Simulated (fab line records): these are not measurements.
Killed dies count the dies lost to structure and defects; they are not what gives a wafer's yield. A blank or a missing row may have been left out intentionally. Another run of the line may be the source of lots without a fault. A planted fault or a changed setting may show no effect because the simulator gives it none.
Matching of chambers || flow nand harc || NHARC_A_STAIRCASE_DESCUM_270 on rie diel-09 has 4 sister chambers
The step chemistry O2, time 3 s. 20 wafers are shown with their chamber, then 10 later ones without.

WAFERS WITH THEIR CHAMBER
{"wafer": "L075.1", "chamber": 1, "drypump motor current A (A)": 5.6, "showerhead plenum p Torr (Torr)": 1.93, "oes product au (a.u.)": 0.989}
{"wafer": "L075.2", "chamber": 0, "drypump motor current A (A)": 5.8, "showerhead plenum p Torr (Torr)": 1.85, "oes product au (a.u.)": 1.007}
{"wafer": "L075.4", "chamber": 2, "drypump motor current A (A)": 4.9, "showerhead plenum p Torr (Torr)": 1.95, "oes product au (a.u.)": 0.996}
{"wafer": "L080.3", "chamber": 2, "drypump motor current A (A)": 4.9, "showerhead plenum p Torr (Torr)": 1.95, "oes product au (a.u.)": 1.013}
{"wafer": "L080.5", "chamber": 2, "drypump motor current A (A)": 4.9, "showerhead plenum p Torr (Torr)": 1.95, "oes product au (a.u.)": 1.007}
{"wafer": "L080.6", "chamber": 1, "drypump motor current A (A)": 5.6, "showerhead plenum p Torr (Torr)": 1.92, "oes product au (a.u.)": 1.002}
{"wafer": "L082.1", "chamber": 0, "drypump motor current A (A)": 5.8, "showerhead plenum p Torr (Torr)": 1.84, "oes product au (a.u.)": 1.003}
{"wafer": "L082.2", "chamber": 2, "drypump motor current A (A)": 4.9, "showerhead plenum p Torr (Torr)": 1.94, "oes product au (a.u.)": 1.001}
{"wafer": "L082.3", "chamber": 3, "drypump motor current A (A)": 6.4, "showerhead plenum p Torr (Torr)": 1.98, "oes product au (a.u.)": 1.004}
{"wafer": "L089.1", "chamber": 1, "drypump motor current A (A)": 5.5, "showerhead plenum p Torr (Torr)": 1.91, "oes product au (a.u.)": 0.998}
{"wafer": "L089.2", "chamber": 3, "drypump motor current A (A)": 6.5, "showerhead plenum p Torr (Torr)": 1.97, "oes product au (a.u.)": 1.005}
{"wafer": "L089.6", "chamber": 1, "drypump motor current A (A)": 5.5, "showerhead plenum p Torr (Torr)": 1.91, "oes product au (a.u.)": 0.991}
{"wafer": "L087.1", "chamber": 1, "drypump motor current A (A)": 5.6, "showerhead plenum p Torr (Torr)": 1.91, "oes product au (a.u.)": 1.005}
{"wafer": "L087.5", "chamber": 3, "drypump motor current A (A)": 6.4, "showerhead plenum p Torr (Torr)": 1.97, "oes product au (a.u.)": 1.015}
{"wafer": "L087.6", "chamber": 2, "drypump motor current A (A)": 4.9, "showerhead plenum p Torr (Torr)": 1.94, "oes product au (a.u.)": 1.007}
{"wafer": "L090.2", "chamber": 3, "drypump motor current A (A)": 6.5, "showerhead plenum p Torr (Torr)": 1.97, "oes product au (a.u.)": 1.007}
{"wafer": "L090.4", "chamber": 1, "drypump motor current A (A)": 5.6, "showerhead plenum p Torr (Torr)": 1.91, "oes product au (a.u.)": 1.004}
{"wafer": "L090.6", "chamber": 3, "drypump motor current A (A)": 6.4, "showerhead plenum p Torr (Torr)": 1.97, "oes product au (a.u.)": 1.014}
{"wafer": "L091.1", "chamber": 2, "drypump motor current A (A)": 4.9, "showerhead plenum p Torr (Torr)": 1.94, "oes product au (a.u.)": 1.017}
{"wafer": "L091.2", "chamber": 0, "drypump motor current A (A)": 5.8, "showerhead plenum p Torr (Torr)": 1.84, "oes product au (a.u.)": 1.009}

SIGNATURES, as means of the wafers listed above
{"reading": "drypump motor current A", "chamber 0": 5.800, "chamber 1": 5.567, "chamber 2": 4.900, "chamber 3": 6.440, "scatter within a chamber": 0.0398}
{"reading": "showerhead plenum p Torr", "chamber 0": 1.8433, "chamber 1": 1.9150, "chamber 2": 1.9450, "chamber 3": 1.9720, "scatter within a chamber": 0.00636}
{"reading": "oes product au", "chamber 0": 1.00633, "chamber 1": 0.99817, "chamber 2": 1.00683, "chamber 3": 1.00900, "scatter within a chamber": 0.00637}
Rule: for each reading, subtract the chamber's mean from the wafer's reading, divide by that reading's scatter and square the result; add these up over the readings and take the root, which gives the wafer's distance from the chamber. The wafer belongs to the nearest chamber; if the next one is less than 2 further off, it can't be placed. The scatter: take each reading less its chamber's mean, square it, sum over the shown wafers, divide by the number of wafers less the number of chambers, and take the root.

WAFERS WITH NO CHAMBER GIVEN
{"wafer": "L091.4", "drypump motor current A (A)": 5.6, "showerhead plenum p Torr (Torr)": 1.91, "oes product au (a.u.)": 0.987}
{"wafer": "L092.3", "drypump motor current A (A)": 5.6, "showerhead plenum p Torr (Torr)": 1.91, "oes product au (a.u.)": 0.996}
{"wafer": "L092.4", "drypump motor current A (A)": 6.4, "showerhead plenum p Torr (Torr)": 1.97, "oes product au (a.u.)": 0.999}
{"wafer": "L092.5", "drypump motor current A (A)": 5.6, "showerhead plenum p Torr (Torr)": 1.91, "oes product au (a.u.)": 0.992}
{"wafer": "L093.2", "drypump motor current A (A)": 5.8, "showerhead plenum p Torr (Torr)": 1.83, "oes product au (a.u.)": 1.009}
{"wafer": "L093.3", "drypump motor current A (A)": 5.6, "showerhead plenum p Torr (Torr)": 1.91, "oes product au (a.u.)": 0.988}
{"wafer": "L093.5", "drypump motor current A (A)": 5.6, "showerhead plenum p Torr (Torr)": 1.91, "oes product au (a.u.)": 0.994}
{"wafer": "L095.1", "drypump motor current A (A)": 5.8, "showerhead plenum p Torr (Torr)": 1.83, "oes product au (a.u.)": 1.003}
{"wafer": "L095.2", "drypump motor current A (A)": 6.5, "showerhead plenum p Torr (Torr)": 1.97, "oes product au (a.u.)": 0.998}
{"wafer": "L095.3", "drypump motor current A (A)": 5.6, "showerhead plenum p Torr (Torr)": 1.91, "oes product au (a.u.)": 0.993}

THE CHAMBER EACH PASSED THROUGH
{"wafer": "L091.4", "from the rows above": 1, "in truth": 1}
{"wafer": "L092.3", "from the rows above": 1, "in truth": 1}
{"wafer": "L092.4", "from the rows above": 3, "in truth": 3}
{"wafer": "L092.5", "from the rows above": 1, "in truth": 1}
{"wafer": "L093.2", "from the rows above": 0, "in truth": 0}
{"wafer": "L093.3", "from the rows above": 1, "in truth": 1}
{"wafer": "L093.5", "from the rows above": 1, "in truth": 1}
{"wafer": "L095.1", "from the rows above": 0, "in truth": 0}
{"wafer": "L095.2", "from the rows above": 3, "in truth": 3}
{"wafer": "L095.3", "from the rows above": 1, "in truth": 1}
Correct placement for 10 of the 10. Number that these rows cannot place: 0. Placed wrongly: 0.
